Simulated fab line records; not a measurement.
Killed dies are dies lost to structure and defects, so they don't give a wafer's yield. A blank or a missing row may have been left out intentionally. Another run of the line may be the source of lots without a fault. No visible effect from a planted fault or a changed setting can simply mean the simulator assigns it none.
Matching of chambers	flow n5Finfet	rieDiel-03 running N5_BEOL_M0_SAQP_DESCUM_19: 4 sister chambers
The step chemistry O2, time 7.9 s. 22 wafers are shown with their chamber, then 11 later ones without.

== EACH WAFER AND ITS CHAMBER ==
wafer	chamber	drypumpMotorCurrentA (A)	showerheadPlenumPTorr (Torr)	oesProductAu (a.u.)
L076.2	1	5.8	2.05	0.68
L076.3	0	5.2	2.13	0.81
L076.4	2	6.6	2.10	0.73
L077.2	3	6.4	2.17	0.72
L077.5	2	6.6	2.10	0.73
L077.6	1	5.8	2.05	0.69
L078.1	2	6.5	2.10	0.72
L078.4	3	6.4	2.17	0.71
L078.5	3	6.4	2.17	0.71
L082.3	0	5.2	2.13	0.80
L082.4	3	6.4	2.16	0.71
L082.6	0	5.2	2.13	0.80
L084.2	0	5.2	2.12	0.79
L084.4	2	6.5	2.09	0.71
L084.6	2	6.6	2.09	0.71
L087.2	0	5.3	2.12	0.79
L087.3	3	6.4	2.16	0.71
L087.6	2	6.6	2.09	0.71
L089.2	2	6.6	2.09	0.71
L089.4	3	6.4	2.16	0.69
L089.6	0	5.2	2.12	0.79
L090.1	0	5.2	2.12	0.79

SIGNATURES (averages over the wafers above)
reading	chamber 0	chamber 1	chamber 2	chamber 3	scatter within a chamber
drypumpMotorCurrentA	5.214	5.800	6.571	6.400	0.0356
showerheadPlenumPTorr	2.1243	2.0500	2.0943	2.1650	0.00523
oesProductAu	0.7957	0.6850	0.7171	0.7083	0.00897
Rule: a wafer's distance from a chamber is the root of the sum, over the readings, of the square of ((its reading less the chamber's mean) divided by the reading's scatter). If the next closest chamber is less than 2 further off than the closest, the wafer can't be placed; otherwise it belongs to the closest. The scatter is the square root of a quotient: the sum, over the shown wafers, of each reading's squared deviation from its chamber's mean, divided by wafers minus chambers.

== WAFERS WITH NO CHAMBER GIVEN ==
wafer	drypumpMotorCurrentA (A)	showerheadPlenumPTorr (Torr)	oesProductAu (a.u.)
L090.3	6.4	2.16	0.70
L090.5	5.8	2.04	0.95
L095.1	5.9	2.04	0.93
L095.2	5.3	2.12	0.78
L095.4	6.6	2.09	0.70
L096.4	5.2	2.12	0.78
L096.5	5.8	2.04	0.92
L096.6	6.6	2.08	0.71
L097.2	5.2	2.12	0.78
L097.4	5.9	2.04	0.92
L097.5	6.6	2.08	0.70

== THE CHAMBER EACH PASSED THROUGH ==
wafer	from the rows above	in truth
L090.3	3	3
L090.5	can't be placed: 0 or 1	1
L095.1	can't be placed: 1 or 0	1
L095.2	0	0
L095.4	2	2
L096.4	0	0
L096.5	can't be placed: 1 or 0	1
L096.6	2	2
L097.2	0	0
L097.4	1	1
L097.5	2	2
Correctly placed: 8 of 11. From these rows, 3 cannot be placed; in 3 the true chamber is one of the candidates. Placed wrongly: 0.
